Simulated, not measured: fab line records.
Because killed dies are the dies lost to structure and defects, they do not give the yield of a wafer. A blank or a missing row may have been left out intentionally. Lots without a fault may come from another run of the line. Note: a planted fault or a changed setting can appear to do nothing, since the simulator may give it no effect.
What tool caused it?	flow nand-harc	Sampling: 24 lots, 72 wafers, 3 of 1302 route steps

## WHAT THE GAUGES READ, wafer by wafer
NHARC_A_CONTACT_CD_MEAS_08 targets a cd of 200 nm.
lot	measured	on	cd-nm (nm)
L074	day 22 12:52	cd-sem-02	200.2 200.2 199.5
L075	day 22 23:25	cd-sem-03	199.1 200.2 199.9
L079	day 23 05:51	cd-sem-02	200.1 200.3 200.0
L077	day 23 07:05	cd-sem-01	200.2 200.2 199.5
L078	day 23 13:49	cd-sem-02	199.6 199.5 199.0
L076	day 23 13:58	cd-sem-01	200.2 199.3 199.5
L080	day 24 05:10	cd-sem-01	199.9 200.1 200.0
L082	day 24 18:26	cd-sem-02	199.9 200.0 199.9
L081	day 25 11:01	cd-sem-03	200.0 199.7 200.2
L083	day 25 23:35	cd-sem-01	201.0 200.8 200.0
L084	day 26 06:29	cd-sem-01	200.0 200.0 200.6
L086	day 26 14:53	cd-sem-01	199.5 199.9 199.5
L085	day 26 16:45	cd-sem-03	200.6 199.8 200.0
L087	day 27 15:59	cd-sem-02	199.6 199.6 199.6
L088	day 28 04:28	cd-sem-02	200.1 200.0 199.9
L089	day 28 05:28	cd-sem-02	200.2 200.5 199.0
L090	day 29 00:34	cd-sem-01	200.3 199.8 200.2
L091	day 29 13:21	cd-sem-03	200.4 199.7 199.8
L092	day 29 22:40	cd-sem-02	200.7 200.9 200.1
L094	day 30 04:47	cd-sem-01	200.2 200.0 199.9
L093	day 30 06:29	cd-sem-03	199.6 199.5 199.2
L096	day 31 05:40	cd-sem-02	199.5 200.0 200.5
L095	day 32 09:22	cd-sem-02	199.1 199.3 199.0
L097	day 32 21:26	cd-sem-02	199.7 199.5 199.8

NHARC_A_BLC_INSPECT_12.
lot	measured	on	raw-defect-count
L074	day 22 19:20	defect-inspect-02	86 63 62
L075	day 23 05:52	defect-inspect-01	118 130 116
L079	day 23 12:59	defect-inspect-02	145 125 147
L077	day 23 15:11	defect-inspect-01	15 19 15
L078	day 23 20:47	defect-inspect-02	27 29 25
L076	day 23 20:26	defect-inspect-02	161 144 158
L080	day 24 11:42	defect-inspect-01	114 125 108
L082	day 25 00:47	defect-inspect-02	124 117 127
L081	day 25 17:37	defect-inspect-02	91 81 89
L083	day 26 09:43	defect-inspect-01	80 83 73
L084	day 26 13:17	defect-inspect-01	77 97 89
L086	day 26 22:05	defect-inspect-02	27 20 24
L085	day 26 23:22	defect-inspect-01	102 97 93
L087	day 27 23:04	defect-inspect-01	63 70 79
L088	day 28 10:56	defect-inspect-02	133 144 137
L089	day 28 11:48	defect-inspect-01	70 68 77
L090	day 29 06:53	defect-inspect-01	153 148 140
L091	day 29 19:39	defect-inspect-01	89 87 83
L092	day 30 05:14	defect-inspect-01	58 60 56
L094	day 30 11:40	defect-inspect-02	78 75 59
L093	day 30 13:14	defect-inspect-01	74 69 76
L096	day 31 12:01	defect-inspect-01	61 82 75
L095	day 32 15:49	defect-inspect-01	84 83 78
L097	day 33 04:50	defect-inspect-01	93 84 109

## EACH LOT AND THE TOOL THAT RAN IT (in order: tool; ch and the chambers of the sampled wafers; start)
lot	NHARC_A_CONTACT_ETCH_110
L074	rie-diel-01 ch 0,2, day 22 16:32
L075	rie-diel-04 ch 0,2,3, day 23 03:06
L079	rie-diel-07 ch 0,1,2, day 23 10:12
L077	rie-diel-01 ch 0,3, day 23 12:22
L078	rie-diel-01 ch 0,2,3, day 23 18:00
L076	rie-diel-04 ch 1,2,3, day 23 17:38
L080	rie-diel-04 ch 2,3, day 24 08:55
L082	rie-diel-01 ch 0,1,3, day 24 22:08
L081	rie-diel-04 ch 0,2,3, day 25 14:58
L083	rie-diel-04 ch 1,2,3, day 26 07:02
L084	rie-diel-01 ch 2,3, day 26 10:25
L086	rie-diel-04 ch 2,3, day 26 18:35
L085	rie-diel-01 ch 0,2, day 26 20:29
L087	rie-diel-01 ch 1,2, day 27 19:41
L088	rie-diel-01 ch 1,3, day 28 08:10
L089	rie-diel-01 ch 1,2,3, day 28 09:08
L090	rie-diel-01 ch 0,3, day 29 04:14
L091	rie-diel-04 ch 0,2,3, day 29 17:01
L092	rie-diel-01 ch 1,3, day 30 02:28
L094	rie-diel-04 ch 1,2,3, day 30 08:52
L093	rie-diel-04 ch 1,2,3, day 30 10:23
L096	rie-diel-07 ch 0,1,2, day 31 09:21
L095	rie-diel-01 ch 0,1,3, day 32 13:02
L097	rie-diel-01 ch 2,3, day 33 02:04
- NHARC_A_CONTACT_ETCH_110: etches the open film in CF4/O2, target depth 60 nm, overetch 6 nm, time 33 s.

## AS READ BY THE TOOLS THEMSELVES (means over the sampled wafers that have a number; for cases with no such wafer, the mark the record gives instead)
NHARC_A_CONTACT_ETCH_110.
lot	tool	drypump-motor-current-A (A)	oes-product-au (a.u.)	rf-vpp-V (V)	showerhead-plenum-p-Torr (Torr)	throttle-valve-pct (%)
L074	rie-diel-01	6.0	1.012	199.0	1.36	13.390
L075	rie-diel-04	5.5	0.987	197.8	1.35	13.399
L079	rie-diel-07	6.0	0.994	197.3	1.34	13.404
L077	rie-diel-01	6.2	1.008	197.7	1.31	13.400
L078	rie-diel-01	6.0	1.008	197.7	1.33	13.397
L076	rie-diel-04	5.6	1.004	197.3	1.29	13.398
L080	rie-diel-04	6.0	1.002	198.3	1.33	13.388
L082	rie-diel-01	5.8	1.008	198.1	1.32	13.398
L081	rie-diel-04	5.5	1.001	197.8	1.35	13.402
L083	rie-diel-04	5.6	1.000	197.2	1.29	13.395
L084	rie-diel-01	5.6	1.014	196.9	1.30	13.404
L086	rie-diel-04	5.9	1.006	196.6	1.31	13.403
L085	rie-diel-01	6.0	1.007	197.0	1.36	13.403
L087	rie-diel-01	5.7	1.012	198.5	1.37	13.400
L088	rie-diel-01	5.4	1.005	196.5	1.29	13.402
L089	rie-diel-01	5.6	0.995	197.8	1.33	13.399
L090	rie-diel-01	6.2	1.010	196.2	1.30	13.398
L091	rie-diel-04	5.5	1.000	198.7	1.34	13.392
L092	rie-diel-01	5.4	1.002	197.7	1.32	13.399
L094	rie-diel-04	5.6	0.997	196.2	1.28	13.406
L093	rie-diel-04	5.7	1.004	196.3	1.28	13.407
L096	rie-diel-07	6.0	0.997	197.1	1.33	13.401
L095	rie-diel-01	5.7	0.995	197.4	1.31	13.399
L097	rie-diel-01	5.7	1.012	198.0	1.34	13.399

## THE ANSWER, worked out from the rows above alone
Rule: what is usual is taken from the lots themselves. The widest of any qualifying gaps counts: lots, ordered by their means at a reading, are off when they make up no more than a third of the lots, leave a main group of 4 or more, and stand apart from it by 3 or more times the standard deviation of that group's means. If all means in a main group match to the digits the tables above print for the reading, that group is not used. Also off: a lot with no number at a reading for which 4 or more lots have one. The other lots that the step has rows for count as sound. First the gauges in route order, then the tools' own readings, where a lot's mean is used as printed above. The first step at which some lot is off is used, and at that step the reading that is off furthest; a lot without a number counts as furthest.
Nothing can be told from this: no lot is off at any reading shown.

## WHAT THE SIMULATOR PUT IN
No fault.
